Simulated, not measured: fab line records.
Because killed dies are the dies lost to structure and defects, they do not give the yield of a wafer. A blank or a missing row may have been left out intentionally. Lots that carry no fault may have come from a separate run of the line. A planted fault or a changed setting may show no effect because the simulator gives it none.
fab line records	flow n5-finfet
record: lots: 4	wafers: 12	last-day: 18
route steps=1938 shown BEOL_M4@1099 BEOL_M5@1112 MIM_BOT_ETCH@1866 PASSIVATION@1936
lots with no fault: from the same line, run without faults
start-h: hours from the record's opening day to when the first of the lot's shown wafers began	wait-h: how many hours have passed since the lot's step before this one	" unchanged from the row above	L1.1+2: several wafers, shown together as one row	- no value, or no start was given	* or withheld: withheld	< > ~ a bound
route shown NAME@n: names a module that has steps shown in the file, with the first one's number in the route	usual: mean and standard deviation over wafers with no fault	same: alike in all rows	chamber/n: place in a boat	sites: readings site by site	_std_site: the values' standard deviation	_edge_site: inner sites' mean taken away from outer sites' mean	radius-mm: for every site, how far away it sits from the centre of the wafer	mask NAME#n: copy n	behind: the most recent tool/chamber to have shaped the wafer	hold: cause of the lot's hold/its duration in hours/its outcome	device: whichever transistor did not switch (one of n, p or np)	end of line: the tests these same wafers got at the end of their route	step lacking rows: just its recipe	killed: the dies lost at the first sort to structure and to defects; this is not the yield of the wafer	map: the dies of a wafer, with x for killed, . for not killed, _ for no die there
set.NAME: the setting that was run; set.NAME@STEP: the one run at that earlier step	model.NAME: the simulator's own value behind a step, which no gauge read
a table for each step, a row for each wafer; lots at some steps of the route
services: when a tool's chamber went out of use (start-h, in hours from the record's first day, below 0 if earlier), for how many hours, and the reason
== steps ==
step: N5_BEOL_M4_ANNEAL_95
recipe: temp-c: 400	time-s: 240	ambient: vacuum
step: N5_BEOL_M4_SPUTTER_96
recipe: material: Cu	target-thk-a: 45	temp-c: -20	chamber-pressure-pa: 0.07	power-w: withheld	time-s: 8.29
step: N5_BEOL_M4_ECD_50
recipe: material: Cu	target-thk-a: 3000
step: N5_BEOL_M4_ANNEAL_51
recipe: temp-c: 225	time-s: 90	ambient: N2
step: N5_BEOL_M4_CMP_52
recipe: stop-on: SiOC	t-overpolish-s: 6.8	down-force-psi: 1	platen-rpm: 50	clearing-platen-down-force-psi: 1.5	clearing-platen-rpm: 50	post-cmp-clean: cu-alkaline	target-thk-nm: 40	clearing-platen-pad-velocity-m-s: 0.99484	pad-velocity-m-s: 0.99484
step: N5_BEOL_M4_PRE_CLEAN_60
recipe: gas: NH3/H2	time-s: 15	temp-c: *	rf-power-w: 300
step: N5_BEOL_M4_CO_CAP_55
recipe: material: Co	target-thk-a: 20	temp-c: 200	precursor: CCTBA/H2	pressure-torr: 30	time-s: 102.1
step: N5_BEOL_M4_PRE_CLEAN_56
recipe: gas: NH3	time-s: 15	temp-c: withheld	rf-power-w: 300
step: N5_BEOL_M4_DEP_57
recipe: material: SiCN	target-thk-a: 80	temp-c: withheld	precursor: 3MS/NH3	pressure-torr: 3	rf-w: 202	time-s: 14
step: N5_BEOL_M4_RC_MEAS_101
usual: DIBL_N: 36.0/2.5	DIBL_P: 36.7/3	IOFF_N: 0.16/0.043	IOFF_P: 0.21/0.049	ION_N: 673/15	ION_P: 461/9.8	SS_N: 71.5/0.83	SS_P: 73.4/0.83	VT_N: 250/4	VT_P: -251/4
lot.wafer	tool	chamber	start-h	wait-h	DIBL_N[mV/V]	DIBL_P[mV/V]	IOFF_N[nA/um]	IOFF_P[nA/um]	ION_N[uA/um]	ION_P[uA/um]	SS_N[mV/dec]	SS_P[mV/dec]	VT_N[mV]	VT_P[mV]
L377.4	prober-01	0	192.83	0.5	37.2	39.0	0.17	0.25	676	464	71.2	73.3	247	-248
L377.5	"	0	"	"	37.2	37.7	0.15	0.21	664	455	71.4	72.9	250	-250
L377.6	"	0	"	"	37.6	38.0	0.16	0.24	678	471	71.9	73.2	249	-247
L386.1	prober-01	0	243.35	0.0	35.8	35.2	0.14	0.22	662	460	71.2	72.4	251	-250
L386.3	"	0	"	"	36.8	36.6	0.16	0.24	666	466	72.1	74.7	251	-244
L386.6	"	0	"	"	38.0	38.2	0.19	0.26	680	469	71.3	73.8	247	-247
L387.2	prober-01	0	266.77	0.2	37.9	40.2	0.20	0.28	682	472	72.1	74.6	247	-245
L387.3	"	0	"	"	36.3	37.5	0.17	0.23	667	457	71.5	73.8	250	-246
L387.4	"	0	"	"	34.1	35.2	0.13	0.19	667	459	71.5	73.1	253	-251
L394.2	prober-01	0	320.03	0.2	37.2	38.7	0.19	0.22	670	452	71.5	73.9	247	-249
L394.3	"	0	"	"	37.1	39.0	0.17	0.23	663	457	71.8	73.9	249	-250
L394.6	"	0	"	"	36.9	38.0	0.17	0.22	688	467	71.7	73.6	249	-250
step: N5_BEOL_M5_ILD_DEP_00
recipe: material: SiCOH_lowk	target-thk-a: 1406.4	temp-c: 300	precursor: DEMS/porogen	pressure-torr: 5	rf-w: 500	time-s: 25.9
step: N5_BEOL_M5_CURE_79
recipe: temp-c: 385	time-s: 240	ambient: He/Ar	material: SiCOH_lowk
step: N5_BEOL_M5_PECVD_70
recipe: material: SiO2	target-thk-a: 160	temp-c: 400	precursor: TEOS/O2	pressure-torr: 5.5	rf-w: 450	teos-flow-sccm: 53.8	gas: O2	flow-sccm: 3000	time-s: 18
step: N5_BEOL_M5_HM_DEP_02
recipe: material: TiN	target-thk-a: 200	temp-c: 25	chamber-pressure-pa: 0.49996
step: N5_BEOL_M5_COAT_59
recipe: resist: SOC	temp-c: 250	time-s: 60	spin-rpm: 1500	resist-thk-nm: 60
step: N5_BEOL_M5_COAT_60
recipe: resist: SiARC	temp-c: 220	time-s: 60	spin-rpm: 1500	resist-thk-nm: 12
step: N5_BEOL_M5_COAT_71
recipe: resist: underlayer	temp-c: 205	time-s: 60	spin-rpm: 1500	resist-thk-nm: 5
step: N5_BEOL_M5_COAT_05
recipe: resist: CAR-EUV	spin-rpm: 1500	resist-thk-nm: 30
step: N5_BEOL_M5_EBR_07
recipe: solvent: PGMEA	ebr-width-mm: 1.5
step: N5_BEOL_M5_SOFTBAKE_06
recipe: temp-c: 110	time-s: 60	resist: CAR-EUV
step: N5_BEOL_M5_EXPOSE_08
recipe: mask-id: M5	na: 0.33	source-shape: annular	sigma-inner: 0.4	sigma-outer: 0.8	polarization: unpolarized	target-cd-nm: 28	dose-mj: 35.75
step: N5_BEOL_M5_PEB_09
recipe: peb-temp-c: 100	peb-time-s: 60	resist: CAR-EUV
step: N5_BEOL_M5_DEVELOP_10
recipe: develop-time-s: 30	developer: TMAH	resist: CAR-EUV	rinse-liquid: surfactant-rinse	dry: air-spin	dev-temp-c: 23
step: N5_BEOL_M5_DESCUM_16
recipe: chemistry: O2	time-s: 7	source-power-w: 50	bias-power-w: 20	pressure-mtorr: 20	rf-frequency-hz: 2.712e+07	temp-c: 40	resist: CAR-EUV	o2-flow-sccm: 225
step: N5_BEOL_M5_ETCH_72
recipe: chemistry: N2/H2	target: underlayer	target-depth-a: 65	mask-material: CAR-EUV	time-s: 5.2	ion-energy-ev: 200	pressure-mtorr: 30	source-w: 840	bias-w: 150	n2-flow-sccm: 200	h2-flow-sccm: 200	ends: cleared
step: N5_BEOL_M5_ETCH_61
recipe: chemistry: CF4	target: SiARC	target-depth-a: 156	mask-material: CAR-EUV	time-s: 26	ion-energy-ev: 80	pressure-mtorr: 40	source-w: 545	bias-w: 36	Ar_flow_sccm: 100	cf4-flow-sccm: 100	ends: cleared
step: N5_BEOL_M5_ETCH_62
recipe: chemistry: N2/H2	target: SOC	target-depth-a: 750	overetch-a: 150	mask-material: SiARC	temp-c: 40	time-s: 112.5	ion-energy-ev: 200	pressure-mtorr: 30	source-w: 840	bias-w: 150	n2-flow-sccm: 200	h2-flow-sccm: 200
step: N5_BEOL_M5_STRIP_63
recipe: chemistry: N2/H2	temp-c: 40	n2-flow-sccm: 200	h2-flow-sccm: 200	rf-frequency-hz: 6e+07
step: N5_BEOL_M5_STRIP_73
recipe: chemistry: N2/H2	temp-c: 40	n2-flow-sccm: 200	h2-flow-sccm: 200	rf-frequency-hz: 6e+07
step: N5_BEOL_M5_STRIP_64
recipe: chemistry: CF4	resist: SiARC	power-w: 300	bias-power-w: 75	pressure-mtorr: 50	cf4-flow-sccm: 150	rf-frequency-hz: 6e+07
step: N5_BEOL_M5_HM_OPEN_17
recipe: chemistry: Cl2/BCl3	target-depth-a: 200	overetch-a: 60	target: TiN	mask-material: SOC	ion-energy-ev: 150	pressure-mtorr: 10	icp-w: 1000	bias-w: 126	Cl2_flow_sccm: 53.25	bcl3-flow-sccm: 21.75	Ar_flow_sccm: 25
step: N5_BEOL_M5_STRIP_19
recipe: chemistry: O2	power-w: 400	temp-c: 40	pressure-mtorr: 30	rf-frequency-hz: 6e+07	bias-power-w: 0	overash-fraction: 0.2	o2-flow-sccm: 225
step: N5_BEOL_M5_COAT_65
recipe: resist: SOC	temp-c: 250	time-s: 60	spin-rpm: 1500	resist-thk-nm: 60
step: N5_BEOL_M5_COAT_66
recipe: resist: SiARC	temp-c: 220	time-s: 60	spin-rpm: 1500	resist-thk-nm: 12
step: N5_MIM_BOT_ETCH_ETCH_04
recipe: chemistry: CF4/O2	target: SiNx	target-depth-a: 260	time-s: 13	ion-energy-ev: 100	pressure-mtorr: 40	source-w: 535	bias-w: 49	Ar_flow_sccm: 100	cf4-flow-sccm: 100	O2_flow_sccm: 10
usual: O2_flow_sccm: 9.998/0.028	bias-w: 49.02/0.14	chamber-pressure-mTorr: 40.00/0.037	drypump-motor-current-A: 5.8/0.46	oes-product-au: 0.82/0.087	rf-vpp-V: 238/5.7	showerhead-plenum-p-Torr: 2.19/0.088	throttle-valve-pct: 15.86/0.2
lot.wafer	tool	chamber	start-h	wait-h	O2_flow_sccm	bias-w	chamber-pressure-mTorr	drypump-motor-current-A	oes-product-au	rf-hours-counter-h	rf-vpp-V	showerhead-plenum-p-Torr	throttle-valve-pct	model.coat_of_MIM_BOT_LITHO_COAT_02.thk-nm
L377.4	rie-diel-04	3	282.37	0.0	10.001	49.13	39.97	5.4	0.83	73	236	2.14	15.62	*
L377.5	"	3	"	"	9.975	49.01	40.07	5.3	0.83	-	237	2.14	15.62	*
L377.6	"	0	"	"	10.000	49.05	39.97	5.6	0.91	-	240	2.35	15.57	*
L387.2	rie-diel-04	3	369.29	0.0	-	-	-	-	-	-	-	-	-	*
L387.3	"	2	"	"	-	-	-	-	-	-	-	-	-	*
L387.4	"	2	"	"	-	-	-	-	-	-	-	-	-	*
L386.1	rie-diel-04	2	372.98	0.0	-	-	-	-	-	-	-	-	-	*
L386.3	"	3	"	"	-	-	-	-	-	-	-	-	-	*
L386.6	"	3	"	"	-	-	-	-	-	-	-	-	-	*
L394.2	rie-diel-06	3	412.01	0.0	10.002	48.99	39.99	6.5	0.81	137	227	2.09	15.88	*
L394.3	"	0	"	"	9.972	48.89	39.99	6.6	0.83	68	239	2.16	16.06	*
L394.6	"	3	"	"	9.971	48.94	40.03	6.5	0.80	-	228	2.09	15.88	*
step: N5_MIM_BOT_ETCH_ETCH_00
recipe: chemistry: Cl2/BCl3	target: TiN	target-depth-a: 455	ion-energy-ev: 150	pressure-mtorr: 10	icp-w: 1000	bias-w: 126	Cl2_flow_sccm: 53.25	bcl3-flow-sccm: 21.75	Ar_flow_sccm: 25
usual: bcl3-flow-sccm: 21.76/0.077	bias-w: 126.0/0.4	chamber-pressure-mTorr: 10.001/0.0083	drypump-motor-current-A: 5.55/0.19	oes-product-au: 0.80/0.066	throttle-valve-pct: 21.97/0.16
lot.wafer	tool	chamber	start-h	wait-h	bcl3-flow-sccm	bias-w	chamber-pressure-mTorr	drypump-motor-current-A	oes-product-au	rf-hours-counter-h	throttle-valve-pct	model.coat_of_MIM_BOT_LITHO_COAT_02.thk-nm
L377.4	rie-metal-02	0	282.59	0.1	21.85	125.9	9.999	5.48	0.87	-	21.97	*
L377.5	"	1	"	"	21.95	126.8	9.990	5.30	0.85	-	22.11	*
L377.6	"	0	"	"	21.80	125.6	9.998	5.48	0.88	-	21.95	*
L387.2	rie-metal-01	0	369.47	0.1	21.59	125.4	10.009	5.90	0.74	60	21.86	*
L387.3	"	0	"	"	21.74	126.1	10.010	5.86	0.73	-	21.87	*
L387.4	"	1	"	"	21.72	125.9	10.002	5.58	0.81	-	21.78	*
L386.1	rie-metal-01	1	373.16	0.1	21.74	126.0	10.001	5.58	0.81	28	21.76	*
L386.3	"	0	"	"	21.77	125.7	9.996	5.88	0.73	-	21.87	*
L386.6	"	1	"	"	21.76	125.9	10.004	5.59	0.81	-	21.76	*
L394.2	rie-metal-02	0	412.19	0.1	21.83	126.0	10.001	5.50	0.84	17	21.99	*
L394.3	"	0	"	"	21.76	125.6	10.002	5.46	0.83	-	22.00	*
L394.6	"	1	"	"	21.78	126.1	10.007	5.34	0.83	-	22.09	*
step: N5_PASSIVATION_PROBE_49
usual: defect-limited-yield: 91.1/1.5	killed_at_M0_to_M3: 37/11	killed_at_M4_up: 13/5.6	killed-at-contacts: 12/5.6	killed-at-front-end: 39/11	killed-at-other: 4/3.1	killed-dies: 105/18	killed-on-rim: 14/3.8	killed-open: 69/13	killed-short: 35/7.4	sort_bin_5_function: 5.1/0.92	sort_bin_6_memory: 3.4/0.76	sort-n-pass: 1075/18	sort-yield-pct: 91.1/1.5
same: gross-dies: 1180	killed-at-back-side: 0	sort_bin_4_leakage[%]: 0	sort_bin_8_speed[%]: 0
lot.wafer	tool	chamber	start-h	wait-h	defect-limited-yield[%]	killed_at_M0_to_M3	killed_at_M4_up	killed-at-contacts	killed-at-front-end	killed-at-other	killed-dies	killed-on-rim	killed-open	killed-short	sort_bin_5_function[%]	sort_bin_6_memory[%]	sort-n-pass	sort-yield-pct[%]
L377.4	prober-01	-	290.54	0.2	91.4	30	11	15	42	3	101	13	59	40	5.2	2.9	1079	91.4
L377.5	prober-01	-	290.59	0.2	88.1	43	18	13	61	5	140	14	85	45	6.7	3.9	1040	88.1
L377.6	prober-01	-	290.64	0.3	90.1	27	17	10	62	1	117	17	70	46	6.2	3.4	1063	90.1
L387.2	prober-01	-	377.96	0.1	0	36	17	16	45	1066	1180	152	82	33	95.6	4.3	0	0
L387.3	prober-01	-	378.01	0.1	0	50	20	19	36	1055	1180	152	83	43	95.6	4.1	0	0
L387.4	prober-01	-	378.06	0.2	0	24	15	13	45	1083	1180	152	64	34	95.9	4.0	0	0
L386.1	prober-01	-	381.22	0.0	0	26	13	20	40	1081	1180	152	71	36	96.4	3.1	0	0
L386.3	prober-01	-	381.32	0.1	0	52	13	10	26	1079	1180	152	68	32	96.2	3.4	0	0
L386.6	prober-01	-	381.47	0.3	0	35	17	8	18	1102	1180	152	53	30	97.2	2.6	0	0
L394.2	prober-02	-	422.72	0.1	91.4	33	21	4	40	3	101	14	54	46	5.0	3.1	1079	91.4
L394.3	prober-02	-	422.77	0.1	88.9	53	11	17	45	5	131	15	86	45	5.9	4.7	1049	88.9
L394.6	prober-02	-	422.92	0.3	89.1	42	17	5	64	1	129	15	84	45	6.3	4.4	1051	89.1
killed by level:class
L377.4 FIN_SAQP:geometric-particle:short=14 MOL_CONTACT_COAG:geometric-particle:open=13 BEOL_M0_SAQP:geometric-particle:short=11 FIN_SAQP:geometric-particle:open=9 BEOL_M0_SAQP:geometric-particle:open=5 BEOL_M4:geometric-particle:open=5 STARTING-WAFER:geometric-particle:short=5 STI_FIN_REVEAL:geometric-particle:open=4
L377.5 BEOL_M0_SAQP:geometric-particle:open=16 FIN_SAQP:geometric-particle:open=15 BEOL_M0_SAQP:geometric-particle:short=13 FIN_SAQP:geometric-particle:short=12 GATE_CUT:geometric-particle:short=10 MOL_CONTACT_COAG:geometric-particle:open=10 BEOL_M4:geometric-particle:open=9 GATE_CUT:geometric-particle:open=8
L377.6 FIN_SAQP:geometric-particle:open=13 FIN_SAQP:geometric-particle:short=11 GATE_CUT:geometric-particle:short=11 STI_FIN_REVEAL:geometric-particle:open=9 MOL_CONTACT_COAG:geometric-particle:open=9 BEOL_M0_SAQP:geometric-particle:short=9 BEOL_M4:geometric-particle:open=8 BEOL_M0_SAQP:geometric-particle:open=6
L387.2 MIM_BOT_ETCH:area-etch=1065 BEOL_M0_SAQP:geometric-particle:open=12 FIN_SAQP:geometric-particle:short=11 MOL_CONTACT_COAG:geometric-particle:open=11 FIN_SAQP:geometric-particle:open=10 BEOL_M3:geometric-particle:open=9 DUMMY_GATE:geometric-particle:open=8 BEOL_M1:geometric-particle:open=7
L387.3 MIM_BOT_ETCH:area-etch=1054 MOL_CONTACT_COAG:geometric-particle:open=16 BEOL_M0_SAQP:geometric-particle:open=14 FIN_SAQP:geometric-particle:short=11 BEOL_M0_SAQP:geometric-particle:short=10 BEOL_M4:geometric-particle:open=10 BEOL_M2:geometric-particle:open=9 BEOL_M3:geometric-particle:open=8
L387.4 MIM_BOT_ETCH:area-etch=1082 STI_FIN_REVEAL:geometric-particle:open=14 FIN_SAQP:geometric-particle:short=13 MOL_CONTACT_COAG:geometric-particle:open=10 BEOL_M1:geometric-particle:open=9 BEOL_M0_SAQP:geometric-particle:open=5 GATE_CUT:geometric-particle:short=4 BEOL_M0_SAQP:geometric-particle:short=4
L386.1 MIM_BOT_ETCH:area-etch=1073 MOL_CONTACT_COAG:geometric-particle:open=14 STI_FIN_REVEAL:geometric-particle:open=11 BEOL_M5:geometric-particle:open=8 STARTING-WAFER:geometric-particle:open=7 BEOL_M0_SAQP:geometric-particle:open=6 MOL_CONTACT_COAG:geometric-particle:short=6 FIN_SAQP:geometric-particle:short=5
L386.3 MIM_BOT_ETCH:area-etch=1079 BEOL_M0_SAQP:geometric-particle:short=14 BEOL_M0_SAQP:geometric-particle:open=13 BEOL_M2:geometric-particle:open=12 MOL_CONTACT_COAG:geometric-particle:open=8 BEOL_M1:geometric-particle:open=5 FIN_SAQP:geometric-particle:open=4 BEOL_M5:geometric-particle:open=4
L386.6 MIM_BOT_ETCH:area-etch=1096 BEOL_M0_SAQP:geometric-particle:short=11 BEOL_M0_SAQP:geometric-particle:open=8 MOL_CONTACT_COAG:geometric-particle:open=7 BEOL_M5:geometric-particle:open=6 BEOL_M1:geometric-particle:open=4 BEOL_M3:geometric-particle:open=4 BEOL_M4:geometric-particle:open=4
L394.2 FIN_SAQP:geometric-particle:short=11 BEOL_M0_SAQP:geometric-particle:short=9 BEOL_M5:geometric-particle:open=8 BEOL_M0_SAQP:geometric-particle:open=7 GATE_CUT:geometric-particle:short=6 FIN_SAQP:geometric-particle:open=4 BEOL_M1:geometric-particle:open=4 BEOL_M6:geometric-particle:open=4
L394.3 BEOL_M0_SAQP:geometric-particle:open=15 MOL_CONTACT_COAG:geometric-particle:open=13 BEOL_M2:geometric-particle:open=12 BEOL_M0_SAQP:geometric-particle:short=11 STI_FIN_REVEAL:geometric-particle:open=9 GATE_CUT:geometric-particle:short=8 FIN_SAQP:geometric-particle:open=7 DUMMY_GATE:geometric-particle:open=5
L394.6 STI_FIN_REVEAL:geometric-particle:open=21 BEOL_M1:geometric-particle:open=12 FIN_SAQP:geometric-particle:short=9 BEOL_M4:geometric-particle:open=9 BEOL_M0_SAQP:geometric-particle:short=8 DUMMY_GATE:geometric-particle:open=7 FIN_SAQP:geometric-particle:open=6 BEOL_M2:geometric-particle:short=6
map L386.1 (x killed, . not)
_________________xxxxxxxxxxxx________________
______________xxxxxxxxxxxxxxxxxx_____________
___________xxxxxxxxxxxxxxxxxxxxxxxx__________
__________xxxxxxxxxxxxxxxxxxxxxxxxxx_________
________xxxxxxxxxxxxxxxxxxxxxxxxxxxxxx_______
_______xxxxxxxxxxxxxxxxxxxxxxxxxxxxxxxx______
______xxxxxxxxxxxxxxxxxxxxxxxxxxxxxxxxxx_____
_____xxxxxxxxxxxxxxxxxxxxxxxxxxxxxxxxxxxx____
____xxxxxxxxxxxxxxxxxxxxxxxxxxxxxxxxxxxxxx___
___xxxxxxxxxxxxxxxxxxxxxxxxxxxxxxxxxxxxxxxx__
___xxxxxxxxxxxxxxxxxxxxxxxxxxxxxxxxxxxxxxxx__
__xxxxxxxxxxxxxxxxxxxxxxxxxxxxxxxxxxxxxxxxxx_
__xxxxxxxxxxxxxxxxxxxxxxxxxxxxxxxxxxxxxxxxxx_
_xxxxxxxxxxxxxxxxxxxxxxxxxxxxxxxxxxxxxxxxxxxx
_xxxxxxxxxxxxxxxxxxxxxxxxxxxxxxxxxxxxxxxxxxxx
_xxxxxxxxxxxxxxxxxxxxxxxxxxxxxxxxxxxxxxxxxxxx
_xxxxxxxxxxxxxxxxxxxxxxxxxxxxxxxxxxxxxxxxxxxx
_xxxxxxxxxxxxxxxxxxxxxxxxxxxxxxxxxxxxxxxxxxxx
_xxxxxxxxxxxxxxxxxxxxxxxxxxxxxxxxxxxxxxxxxxxx
_xxxxxxxxxxxxxxxxxxxxxxxxxxxxxxxxxxxxxxxxxxxx
_xxxxxxxxxxxxxxxxxxxxxxxxxxxxxxxxxxxxxxxxxxxx
__xxxxxxxxxxxxxxxxxxxxxxxxxxxxxxxxxxxxxxxxxx_
__xxxxxxxxxxxxxxxxxxxxxxxxxxxxxxxxxxxxxxxxxx_
___xxxxxxxxxxxxxxxxxxxxxxxxxxxxxxxxxxxxxxxx__
___xxxxxxxxxxxxxxxxxxxxxxxxxxxxxxxxxxxxxxxx__
____xxxxxxxxxxxxxxxxxxxxxxxxxxxxxxxxxxxxxx___
_____xxxxxxxxxxxxxxxxxxxxxxxxxxxxxxxxxxxx____
______xxxxxxxxxxxxxxxxxxxxxxxxxxxxxxxxxx_____
_______xxxxxxxxxxxxxxxxxxxxxxxxxxxxxxxx______
________xxxxxxxxxxxxxxxxxxxxxxxxxxxxxx_______
__________xxxxxxxxxxxxxxxxxxxxxxxxxx_________
___________xxxxxxxxxxxxxxxxxxxxxxxx__________
______________xxxxxxxxxxxxxxxxxx_____________
_________________xxxxxxxxxxxx________________
map L387.2 (x killed, . not)
_________________xxxxxxxxxxxx________________
______________xxxxxxxxxxxxxxxxxx_____________
___________xxxxxxxxxxxxxxxxxxxxxxxx__________
__________xxxxxxxxxxxxxxxxxxxxxxxxxx_________
________xxxxxxxxxxxxxxxxxxxxxxxxxxxxxx_______
_______xxxxxxxxxxxxxxxxxxxxxxxxxxxxxxxx______
______xxxxxxxxxxxxxxxxxxxxxxxxxxxxxxxxxx_____
_____xxxxxxxxxxxxxxxxxxxxxxxxxxxxxxxxxxxx____
____xxxxxxxxxxxxxxxxxxxxxxxxxxxxxxxxxxxxxx___
___xxxxxxxxxxxxxxxxxxxxxxxxxxxxxxxxxxxxxxxx__
___xxxxxxxxxxxxxxxxxxxxxxxxxxxxxxxxxxxxxxxx__
__xxxxxxxxxxxxxxxxxxxxxxxxxxxxxxxxxxxxxxxxxx_
__xxxxxxxxxxxxxxxxxxxxxxxxxxxxxxxxxxxxxxxxxx_
_xxxxxxxxxxxxxxxxxxxxxxxxxxxxxxxxxxxxxxxxxxxx
_xxxxxxxxxxxxxxxxxxxxxxxxxxxxxxxxxxxxxxxxxxxx
_xxxxxxxxxxxxxxxxxxxxxxxxxxxxxxxxxxxxxxxxxxxx
_xxxxxxxxxxxxxxxxxxxxxxxxxxxxxxxxxxxxxxxxxxxx
_xxxxxxxxxxxxxxxxxxxxxxxxxxxxxxxxxxxxxxxxxxxx
_xxxxxxxxxxxxxxxxxxxxxxxxxxxxxxxxxxxxxxxxxxxx
_xxxxxxxxxxxxxxxxxxxxxxxxxxxxxxxxxxxxxxxxxxxx
_xxxxxxxxxxxxxxxxxxxxxxxxxxxxxxxxxxxxxxxxxxxx
__xxxxxxxxxxxxxxxxxxxxxxxxxxxxxxxxxxxxxxxxxx_
__xxxxxxxxxxxxxxxxxxxxxxxxxxxxxxxxxxxxxxxxxx_
___xxxxxxxxxxxxxxxxxxxxxxxxxxxxxxxxxxxxxxxx__
___xxxxxxxxxxxxxxxxxxxxxxxxxxxxxxxxxxxxxxxx__
____xxxxxxxxxxxxxxxxxxxxxxxxxxxxxxxxxxxxxx___
_____xxxxxxxxxxxxxxxxxxxxxxxxxxxxxxxxxxxx____
______xxxxxxxxxxxxxxxxxxxxxxxxxxxxxxxxxx_____
_______xxxxxxxxxxxxxxxxxxxxxxxxxxxxxxxx______
________xxxxxxxxxxxxxxxxxxxxxxxxxxxxxx_______
__________xxxxxxxxxxxxxxxxxxxxxxxxxx_________
___________xxxxxxxxxxxxxxxxxxxxxxxx__________
______________xxxxxxxxxxxxxxxxxx_____________
_________________xxxxxxxxxxxx________________
== services ==
tool	chamber	start-h	hours	kind
rie-diel-04	-	266.81	2.4	repair
rie-diel-06	-	267.21	0.6	repair
rie-diel-06	-	275.37	4.3	pm
rie-diel-06	2	294.86	13.9	repair
rie-diel-04	2	302.94	7.1	repair
rie-diel-04	2	310.68	4.4	repair
rie-metal-01	1	320.81	10.9	repair
rie-diel-06	2	334.08	-	clean
rie-diel-06	2	334.08	-	consumable-replace:focus-ring
rie-diel-06	2	334.08	-	consumable-replace:showerhead
rie-diel-06	2	334.08	21.2	scheduled-down
rie-diel-06	2	334.08	21.2	vent-cycle
rie-metal-02	1	343.36	2.2	repair
rie-diel-04	3	347.13	14.3	repair
rie-diel-06	3	352.68	16.5	repair
rie-diel-04	1	361.41	-	clean
rie-diel-04	1	361.41	-	consumable-replace:focus-ring
rie-diel-04	1	361.41	-	consumable-replace:showerhead
rie-diel-04	1	361.41	23.5	scheduled-down
rie-diel-04	1	361.41	23.5	vent-cycle
rie-diel-04	2	400.23	9.9	repair
rie-diel-04	2	410.23	-	clean
rie-diel-04	2	410.23	-	consumable-replace:focus-ring
== key ==
first-sign: step: N5_MIM_BOT_ETCH_ETCH_04	reading: tool-record	direction: missing
effect: step: N5_PASSIVATION_PROBE_49	reading: killed-at-other	direction: up	sigmas: 99+	usual: 4	struck: 1078
model-effect: step: N5_MIM_BOT_ETCH_ETCH_04	value: coat_of_MIM_BOT_LITHO_COAT_02.thk-nm	without: *	struck: *
model-effect: step: N5_MIM_BOT_ETCH_ETCH_00	value: coat_of_MIM_BOT_LITHO_COAT_02.thk-nm	without: *	struck: *
more-kills-born-at: N5_MIM_BOT_ETCH_ETCH_04@rie-diel-04: 6449
met-at N5_MIM_BOT_ETCH_ETCH_04
struck-wafers L386.1,L386.3,L386.6,L387.2,L387.3,L387.4
later-rows-left-out L386.1,L386.3,L386.6,L387.2,L387.3,L387.4
onset-between 282.37 369.29
fault: kind: skipped-step-whole	tool: rie-diel-04	chamber: -	onset-h: 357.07	steps: N5_MIM_BOT_ETCH_ETCH_04	scope: struck-lots-only
later-rows-left-out: the simulator's readings of these wafers behind a module that went badly wrong aren't trusted and aren't shown, but for the sort
